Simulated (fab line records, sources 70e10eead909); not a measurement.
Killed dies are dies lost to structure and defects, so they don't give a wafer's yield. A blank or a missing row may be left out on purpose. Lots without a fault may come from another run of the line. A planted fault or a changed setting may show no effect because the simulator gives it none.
fab line records | flow nand_harc
record lots=14 wafers=39 last_day=31
route steps=1302 shown A_DECK1_JOINT@528 A_ONON_D2@556 END@1302
lots that met no fault: from a run of the same line without faults
start_h: hours from the record's first day to the start of the lot's first wafer shown | wait_h: hours since the lot's step before | " the same as in the row above | L1.1+2: a row that stands for several wafers | - no value, or no start given | * or withheld: withheld | < > ~ a bound
route shown NAME@n: a module of which the file shows steps, and the number in the route of the first | usual: mean/standard deviation of fault-free wafers | same: alike in all rows | chamber/n: place in a boat | sites: the reading at each site | _std_site: their standard deviation | _edge_site: outer sites' mean less inner sites' | radius_mm: how far each site lies from the wafer's centre | mask NAME#n: copy n | behind: the tool/chamber that last shaped the wafer | hold: why the lot was held/for how many hours/how that ended | device: the transistor (n, p or np) that didn't switch | end of line: the same wafers' tests at the end of the route | a step without rows: its recipe alone | killed: dies lost to structure and defects at the first sort, not the wafer's yield | map: a wafer's dies, x killed, . not, _ none there
set.NAME: the setting as run; set.NAME@STEP: as run at that earlier step | model.NAME: the simulator's own value behind a step, which no gauge read
steps of the route over a sample of lots; a table a step, a row a wafer
services: from which hour (start_h, from the record's first day; less than 0 if before it) a tool's chamber was out of use, for how many hours, and why
## steps
# step NHARC_A_DECK1_JOINT_THK_MEAS_14
# recipe thk_meas_gauge=ellipsometry
# usual thk_nm=51.8/1.7
# columns lot.wafer tool chamber start_h wait_h thk_nm
L149.1 film_metro-01 - 246.77 0.2 51.2
L149.2 " - " " 53.4
L149.5 " - " " 50.2
L150.1 film_metro-02 - 254.56 0.2 53.8
L150.2 " - " " 52.4
L150.5 " - " " 52.0
L152.1 film_metro-01 - 283.44 0.2 50.1
L152.2 " - " " 49.1
L152.5 " - " " 52.2
L153.4 film_metro-01 - 286.92 0.2 53.3
L153.5 " - " " 52.0
L153.6 " - " " 53.1
L155.2 film_metro-01 - 313.17 0.2 54.3
L155.4 " - " " 51.6
L155.5 " - " " 53.3
L156.2 film_metro-01 - 325.55 0.2 51.5
L156.4 " - " " 54.2
L156.5 " - " " 51.0
L157.2 film_metro-02 - 325.55 0.2 51.3
L157.4 " - " " 50.7
L157.6 " - " " 51.0
L159.1 film_metro-01 - 346.31 0.2 48.9
L159.2 " - " " 48.9
L159.3 " - " " 52.5
L158.2 film_metro-02 - 346.32 0.2 52.8
L158.3 " - " " 52.8
L158.5 " - " " 53.9
L160.1 film_metro-02 - 354.15 0.2 54.8
L160.3 " - " " 52.5
L160.6 " - " " 52.0
L161.2 film_metro-01 - 365.12 0.2 51.3
L161.4 " - " " 49.8
L161.6 " - " " 50.0
L165.1 film_metro-02 - 411.39 0.2 51.4
L165.3 " - " " 46.9
L167.1 film_metro-02 - 424.88 0.2 54.1
L167.3 " - " " 54.0
L168.5 film_metro-02 - 440.04 0.1 52.9
L168.6 " - " " 51.7
# step NHARC_A_ONON_D2_DEP_16
# recipe target_thk_a=10000 n2_flow_sccm=2750 n2o_flow_sccm=2000 nh3_flow_sccm=500 sih4_flow_sccm=210 temp_c=400
# usual n2_flow_sccm=2751/7.6
# columns lot.wafer tool chamber start_h wait_h n2_flow_sccm
L149.1 pecvd_onon-03 0 278.84 0.4 2756
L149.2 " 0 " " 2743
L149.5 " 0 " " 2750
L150.1 pecvd_onon-02 0 294.81 0.4 2750
L150.2 " 0 " " 2747
L150.5 " 0 " " 2742
L152.1 pecvd_onon-02 0 317.21 0.4 2756
L152.2 " 0 " " 2749
L152.5 " 0 " " 2754
L153.4 pecvd_onon-02 0 322.36 0.6 2745
L153.5 " 0 " " 2745
L153.6 " 0 " " 2747
L155.2 pecvd_onon-02 0 355.67 0.4 2748
L155.4 " 0 " " 2747
L155.5 " 0 " " 2734
L156.2 pecvd_onon-03 0 355.67 0.4 2751
L156.4 " 0 " " 2747
L156.5 " 0 " " 2757
L157.2 pecvd_onon-04 0 355.67 0.4 2743
L157.4 " 0 " " 2740
L157.6 " 0 " " 2752
L159.1 pecvd_onon-03 0 376.60 0.4 2755
L159.2 " 0 " " 2747
L159.3 " 0 " " 2756
L158.2 pecvd_onon-04 0 376.66 0.4 2741
L158.3 " 0 " " 2745
L158.5 " 0 " " 2754
L160.1 pecvd_onon-03 0 389.69 0.4 2741
L160.3 " 0 " " 2742
L160.6 " 0 " " 2747
L161.2 pecvd_onon-02 0 406.89 0.4 2730
L161.4 " 0 " " 2744
L161.6 " 0 " " 2745
L165.1 pecvd_onon-02 0 440.39 0.4 2759
L165.3 " 0 " " 2752
L167.1 pecvd_onon-02 0 458.91 0.4 2763
L167.3 " 0 " " 2757
L168.5 pecvd_onon-02 0 472.17 0.6 2753
L168.6 " 0 " " 2759
# step NHARC_A_ONON_D2_THK_MEAS_18
# recipe thk_meas_gauge=ellipsometry
# usual thk_nm=1000/8.1
# columns lot.wafer tool chamber start_h wait_h thk_nm
L149.1 film_metro-01 - 279.35 - 1006
L149.2 " - " " 1007
L149.5 " - " " 1006
L150.1 film_metro-01 - 295.32 - 991
L150.2 " - " " 991
L150.5 " - " " 990
L152.1 film_metro-01 - 317.72 - 1006
L152.2 " - " " 1004
L152.5 " - " " 1003
L153.4 film_metro-01 - 322.69 - 1001
L153.5 " - " " 1001
L153.6 " - " " 1001
L156.2 film_metro-02 - 356.13 - 1013
L156.4 " - " " 1014
L156.5 " - " " 1015
L155.2 film_metro-01 - 356.13 - 987
L155.4 " - " " 989
L155.5 " - " " 989
L157.2 film_metro-02 - 356.13 - 1004
L157.4 " - " " 1004
L157.6 " - " " 1008
L158.2 film_metro-01 - 377.11 - 996
L158.3 " - " " 993
L158.5 " - " " 995
L159.1 film_metro-01 - 377.12 - 1010
L159.2 " - " " 1010
L159.3 " - " " 1010
L160.1 film_metro-02 - 390.20 - 993
L160.3 " - " " 993
L160.6 " - " " 994
L161.2 film_metro-01 - 407.34 - 1005
L161.4 " - " " 1005
L161.6 " - " " 1004
L165.1 film_metro-02 - 440.89 - 717
L165.3 " - " " 1015
L167.1 film_metro-02 - 459.42 - 703
L167.3 " - " " 1001
L168.5 film_metro-01 - 472.44 - 708
L168.6 " - " " 1001
# step NHARC_A_ONON_D2_DEP_33
# recipe target_thk_a=2000 temp_c=400 pressure_torr=6.5 rf_w=900 teos_flow_sccm=161.4 flow_sccm=2650 target_thk_nm=200 gas=O2 material=SiO2
# usual heater_power_w=569/74 throttle_valve_pct=16.1/0.44
# columns lot.wafer tool chamber start_h wait_h heater_power_w throttle_valve_pct
L149.2 pecvd-03 0 281.70 0.1 640 15.6
L149.1 " 2 " " 672 16.4
L149.5 " 1 " " 521 16.5
L150.2 pecvd-01 1 297.64 0.1 549 15.9
L150.1 " 0 " " 517 15.9
L150.5 " 1 " " 547 15.8
L152.1 pecvd-04 0 320.55 0.6 614 15.5
L152.2 " 1 " " 625 16.3
L152.5 " 2 " " 599 16.4
L153.5 pecvd-03 1 325.14 0.2 596 16.5
L153.4 " 2 " " 547 16.7
L153.6 " 0 " " 619 15.8
L156.2 pecvd-04 0 358.43 0.1 603 15.8
L156.5 " 1 " " 621 16.5
L156.4 " 2 " " 548 16.1
L155.2 pecvd-01 1 358.55 0.1 491 15.4
L155.5 " 2 " " 554 16.1
L155.4 " 1 " " 503 15.4
L157.2 pecvd-03 1 358.56 0.1 646 16.4
L157.4 " 2 " " 575 16.4
L157.6 " 1 " " 655 16.4
L158.2 pecvd-01 0 379.44 0.1 414 15.7
L158.3 " 1 " " 446 15.5
L158.5 " 2 " " 509 16.0
L159.1 pecvd-04 0 379.67 0.1 669 15.5
L159.3 " 1 " " 551 16.6
L159.2 " 2 " " 521 16.3
L160.3 pecvd-04 1 392.56 0.1 546 16.6
L160.1 " 2 " " 652 16.2
L160.6 " 2 " " 655 16.6
L161.2 pecvd-03 1 409.69 0.1 543 16.5
L161.4 " 1 " " 570 16.4
L161.6 " 0 " " 551 15.7
L165.3 pecvd-04 2 443.24 0.1 666 16.7
L165.1 " 0 " " 563 15.9
L167.1 pecvd-01 0 461.75 0.1 386 15.9
L167.3 " 1 " " 547 15.3
L168.6 pecvd-01 1 474.96 0.2 534 15.5
L168.5 " 2 " " 454 16.2
# step NHARC_A_ONON_D2_INSPECT_32
# usual raw_defect_count=403/140
# columns lot.wafer tool chamber start_h wait_h raw_defect_count
L149.1 defect_inspect-02 - 282.17 0.0 447
L149.2 " - " " 286
L149.5 " - " " 257
L150.1 defect_inspect-01 - 298.12 0.0 450
L150.2 " - " " 430
L150.5 " - " " 442
L152.1 defect_inspect-01 - 321.04 0.0 191
L152.2 " - " " 227
L152.5 " - " " 120
L153.4 defect_inspect-01 - 325.51 0.0 395
L153.5 " - " " 516
L153.6 " - " " 515
L156.2 defect_inspect-01 - 358.91 0.0 489
L156.4 " - " " 608
L156.5 " - " " 549
L155.2 defect_inspect-01 - 358.94 0.0 287
L155.4 " - " " 326
L155.5 " - " " 410
L157.2 defect_inspect-02 - 358.97 0.0 243
L157.4 " - " " 457
L157.6 " - " " 438
L158.2 defect_inspect-02 - 379.92 0.0 455
L158.3 " - " " 460
L158.5 " - " " 487
L159.1 defect_inspect-02 - 380.15 0.0 389
L159.2 " - " " 382
L159.3 " - " " 506
L160.1 defect_inspect-02 - 393.05 0.0 336
L160.3 " - " " 693
L160.6 " - " " 449
L161.2 defect_inspect-02 - 410.19 0.0 422
L161.4 " - " " 443
L161.6 " - " " 349
L165.1 defect_inspect-02 - 443.69 0.0 322
L165.3 " - " " 342
L167.1 defect_inspect-01 - 462.25 0.0 720
L167.3 " - " " 339
L168.5 defect_inspect-02 - 475.27 0.0 275
L168.6 " - " " 387
# step NHARC_END_SORT_01
# recipe temp_c=25
# usual killed_at_array=55/17 killed_at_other=0.9/1.2 killed_at_periphery=3.7/2.5 killed_dies=59/18 killed_open=3.4/1.9 killed_short=2.6/1.6
# same gross_dies=677
# columns lot.wafer tool chamber start_h wait_h killed_at_array killed_at_other killed_at_periphery killed_dies killed_open killed_short
L167.1 prober-02 0 731.48 2.5 673 0 4 677 6 2
L167.3 prober-02 0 733.09 3.1 54 0 4 58 2 6
L165.1 prober-01 0 739.18 2.5 668 2 7 677 7 1
L165.3 prober-01 0 740.77 3.1 50 1 8 59 4 4
L168.5 prober-02 0 747.17 3.7 676 0 1 677 0 4
L168.6 prober-02 0 747.98 4.0 82 0 5 87 5 6
# killed by level:class
L167.1 A_ONON_D2:area_dep=614 A_CHANNEL_HOLE_D1:chamber_film_flake=37 A_SLIT:chamber_film_flake=5 A_STAIRCASE:chamber_film_flake=4 A_CHANNEL_FILL_D1:chamber_film_flake=3 A_WL_FILL:geometric_particle:open=2 P_M1:chamber_film_flake=2 A_DECK1_JOINT:chamber_film_flake=2
L167.3 A_CHANNEL_HOLE_D1:chamber_film_flake=32 A_CONTACT:chamber_film_flake=4 A_SLIT:chamber_film_flake=3 A_CHANNEL_FILL_D2:geometric_particle:short=2 A_WL_FILL:geometric_particle:short=2 P_M1:chamber_film_flake=2 A_CHANNEL_FILL_D1:chamber_film_flake=2 A_DECK1_JOINT:chamber_film_flake=2
L165.1 A_ONON_D2:area_dep=608 A_SLIT:chamber_film_flake=33 A_CHANNEL_HOLE_D1:chamber_film_flake=8 A_CHANNEL_HOLE_D2:chamber_film_flake=5 P_CONTACT:geometric_particle:open=3 A_CONTACT:chamber_film_flake=3 P_M1:chamber_film_flake=2 A_DECK1_JOINT:chamber_film_flake=2
L165.3 A_SLIT:chamber_film_flake=26 A_CHANNEL_HOLE_D1:chamber_film_flake=8 A_CONTACT:chamber_film_flake=4 P_GATE:chamber_film_flake=3 A_CHANNEL_HOLE_D2:chamber_film_flake=3 P_M1:chamber_film_flake=2 A_STAIRCASE:chamber_film_flake=2 P_STI:geometric_particle:open=1
L168.5 A_ONON_D2:area_dep=604 A_CHANNEL_HOLE_D1:chamber_film_flake=34 A_SLIT:chamber_film_flake=22 A_CONTACT:chamber_film_flake=7 A_STAIRCASE:chamber_film_flake=3 A_WL_FILL:chamber_film_flake=2 P_M2:geometric_particle:short=1 A_ONON_D1:geometric_particle:short=1
L168.6 A_SLIT:chamber_film_flake=27 A_CHANNEL_HOLE_D1:chamber_film_flake=26 A_STAIRCASE:chamber_film_flake=9 A_CONTACT:chamber_film_flake=8 A_CHANNEL_FILL_D1:geometric_particle:short=2 P_GATE:chamber_film_flake=2 P_STI:geometric_particle:short=1 P_GATE:geometric_particle:open=1
## services
# columns tool chamber start_h hours kind
pecvd-04 - 269.52 13.0 pm
pecvd-04 0 269.52 13.0 vent_cycle
pecvd-04 1 269.52 13.0 vent_cycle
pecvd-04 2 269.52 13.0 vent_cycle
pecvd-04 0 282.52 - clean
pecvd-04 1 282.52 - clean
pecvd-04 2 282.52 - clean
pecvd-01 - 311.07 13.0 pm
pecvd-01 0 311.07 13.0 vent_cycle
pecvd-01 1 311.07 13.0 vent_cycle
pecvd-01 2 311.07 13.0 vent_cycle
pecvd_onon-04 - 311.41 13.0 pm
pecvd-01 0 324.07 - clean
pecvd-03 - 366.00 13.0 pm
pecvd_onon-02 - 366.55 13.0 pm
pecvd_onon-03 - 408.04 13.0 pm
pecvd-03 1 428.01 2.1 repair
pecvd-04 - 450.52 13.0 pm
pecvd-04 0 450.52 13.0 vent_cycle
pecvd-04 1 450.52 13.0 vent_cycle
pecvd-04 2 450.52 13.0 vent_cycle
pecvd-04 0 463.52 - clean
pecvd-04 1 463.52 - clean
pecvd-04 2 463.52 - clean
## key
first_sign step=NHARC_A_ONON_D2_THK_MEAS_18 reading=thk_nm direction=down sigmas=36 usual=1000 struck=709
effect step=NHARC_END_SORT_01 reading=killed_at_array direction=up sigmas=36 usual=55 struck=672
more_kills_born_at NHARC_A_ONON_D2_DEP_16@pecvd_onon-02=1826
met_at NHARC_A_ONON_D2_DEP_16
struck_lots L165,L167,L168
struck_wafers L165.1,L167.1,L168.5
later_rows_left_out L165.1,L167.1,L168.5
tester_left_out L165,L167,L168
not_acting_at NHARC_A_DECK1_JOINT_THK_MEAS_14,NHARC_A_ONON_D2_DEP_33,NHARC_A_ONON_D2_INSPECT_32
onset_between 406.89 440.39
fault kind=process_parameter_drift tool=pecvd_onon-02 chamber=- onset_h=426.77 steps=NHARC_A_ONON_D2_DEP_16 channel=target_thk_a offset=* shape=step end_h=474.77 scope=struck_wafers_only acts_in=* stated=*
# tester_left_out: of these lots the tester's yield and bins aren't shown, on N5 and GAA mostly nor the transistor test; their killed dies are dies lost to structure and defects alone, not to doping, threshold or leakage, so they don't give the yield
# later_rows_left_out: the simulator's readings of these wafers behind a module that went badly wrong aren't trusted and aren't shown, but for the sort
